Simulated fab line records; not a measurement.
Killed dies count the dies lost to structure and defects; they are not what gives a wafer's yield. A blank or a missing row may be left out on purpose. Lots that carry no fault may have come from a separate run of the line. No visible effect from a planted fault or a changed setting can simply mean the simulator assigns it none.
Chamber matching    flow n5_finfet    N5_BEOL_M10_DEP_56 on pecvd-03 has 3 sister chambers
The step deposits SiCN from 3MS/NH3, target thk 15 nm, time 26.5 s. 6 wafers are shown with their chamber, then 11 later ones without.

WAFERS WITH THEIR CHAMBER
wafer   chamber  showerhead_plenum_p_Torr (Torr)  throttle_valve_pct (%)
L088.4  0        3.691                            8.7
L088.6  2        3.643                            9.4
L090.4  1        3.678                            9.5
L090.5  2        3.644                            9.5
L090.6  0        3.687                            8.9
L091.1  1        3.676                            9.7

WAFERS WITHOUT THEIR CHAMBER
wafer   showerhead_plenum_p_Torr (Torr)  throttle_valve_pct (%)
L091.4  3.686                            8.7
L091.5  3.636                            8.7
L093.1  3.687                            9.0
L093.3  3.646                            9.0
L093.4  3.683                            8.7
L094.1  3.672                            9.4
L094.2  3.697                            8.8
L094.3  3.646                            9.2
L094.4  3.641                            9.3
L094.5  3.693                            9.0
L094.6  3.674                            9.5

CHAMBER TAKEN BY EACH
wafer   from the rows above  in truth
L091.4  0                    0
L091.5  2                    2
L093.1  0                    0
L093.3  2                    2
L093.4  0                    0
L094.1  1                    1
L094.2  0                    0
L094.3  2                    2
L094.4  2                    2
L094.5  0                    0
L094.6  1                    1
11 of 11 placed correctly. Can't be placed from these rows: 0. Placed wrongly: 0.
How it was worked out, from the rows above alone: a wafer's distance from a chamber is the root of the sum, over the readings, of the square of ((its reading less the chamber's mean) divided by the reading's scatter). The wafer belongs to the nearest chamber; if the next one is less than 2 further off, it can't be placed. Each chamber's mean is taken over the wafers shown for it. How the scatter is found: for the shown wafers, subtract from each reading the mean of its chamber, square and add these, divide the total by (wafers less chambers), then take the root.
